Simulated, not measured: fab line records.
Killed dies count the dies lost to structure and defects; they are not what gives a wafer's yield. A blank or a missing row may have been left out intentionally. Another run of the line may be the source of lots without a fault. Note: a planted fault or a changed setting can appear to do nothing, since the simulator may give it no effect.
Problem report, 8D (eight disciplines) form, completed by code :: flow nandHarc :: the parts of the form that need people (team, actions taken, sign-off) are left out

## 1. THE PROBLEM
Wafers with no fault read 299 nm with a standard deviation of 4.1, whereas trenchDepthNm at NHARC_P_STI_OCD_MEAS_17 reads a mean of 258 nm on 1 wafer of 1 lot. Relative to the usual mean, that is a shift of -10 standard deviations.
First seen on wafer L132.2, day 11 15:03, on ocd-02. The record has a number at this step for 39 wafers belonging to 13 lots. Rule for "out" (also "out of limits"): further than 4 standard deviations from the usual mean. All remaining wafers that have a number are taken as sound.

## 2. WHAT IT IS, WHAT IT ISN'T
question: which readings at this step
is: trenchDepthNm
is not: -

question: which lots
is: L132
is not: L111, L112, L113, L114, L115, L118, L119, L120, L121, L122, L124, L125

question: which wafers of those lots
is: L132.2
is not: L132.4, L132.5

question: read on which gauges
is: ocd-02
is not: ocd-01

question: when
is: from day 11 15:03
is not: up to then (38 sound wafers)

## 3. SUSPECTS, AND WHAT RULES EACH OUT
Counting: if a tool at a process step up to the reading ran every lot that is out, it stays a suspect. Sound lots after the first of them don't rule it out here, since some wafers of a struck lot are sound.
- the gauge at NHARC_P_STI_OCD_MEAS_17 is ruled out. All the wafers that are out were read on ocd-02, but those of them that NHARC_P_STI_ETCH_15 has rows for are out there too, on other tools.
- rieSi-05 at NHARC_P_STI_ETCH_15 (etches the open film in HBr/Cl2, target depth 300 nm, time 100.1 s): kept. L132, the lot that is out, went through it at day 11 14:49; up to then, the latest sound lot through it was L121 at day 7 00:54. Out on those wafers are its own readings of oesProductAu.
- Within rieSi-05 at NHARC_P_STI_ETCH_15: the wafers that are out ran in chamber 0; their sound lot-mates ran in chambers 1, 2.
Left after counting: rieSi-05 at NHARC_P_STI_ETCH_15.

## 4. THE CAUSE (what the simulator had put in)
rieSi-05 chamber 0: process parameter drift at NHARC_P_STI_ETCH_15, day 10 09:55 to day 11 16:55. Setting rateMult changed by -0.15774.
This tool alone remained once counting was done.

## 5. THE EFFECT CHAIN, in route order
Each row: a reading where the mean over the struck wafers with a number is more than 3 standard deviations away from the usual. Scope: only readings with a usual standard deviation given in the record; hours: median across lots of the time from each lot's start at the first step in this table that gives one to its start at this step; sigmas: change in usual standard deviations.
hours: 0
step: NHARC_P_STI_ETCH_15
reading: oesProductAu
usual: 0.998 a.u.
on struck wafers: 0.908
change: -0.090
sigmas: -9.3

hours: 0
step: NHARC_P_STI_OCD_MEAS_17
reading: trenchDepthNm
usual: 299 nm
on struck wafers: 258
change: -41
sigmas: -10
It contains these process steps:
- NHARC_P_STI_ETCH_15: etches the open film in HBr/Cl2, target depth 300 nm, time 100.1 s.

## 6. WHAT WOULD HAVE CAUGHT IT SOONER
29 hours passed between the start of the fault at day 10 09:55 and the first reading out of limits at a measuring or inspecting step in this record, taken at day 11 15:03.
At NHARC_P_STI_ETCH_15, the tool's own readings (oesProductAu) were out on each struck wafer the step has a row for, so an alarm limit on them would have fired on the first such wafer.
By day 11 15:03 the whole set of lots that are out, 1 in number, had already begun NHARC_P_STI_ETCH_15 on rieSi-05. Had the tool been put on hold then, not one of them would have been saved.
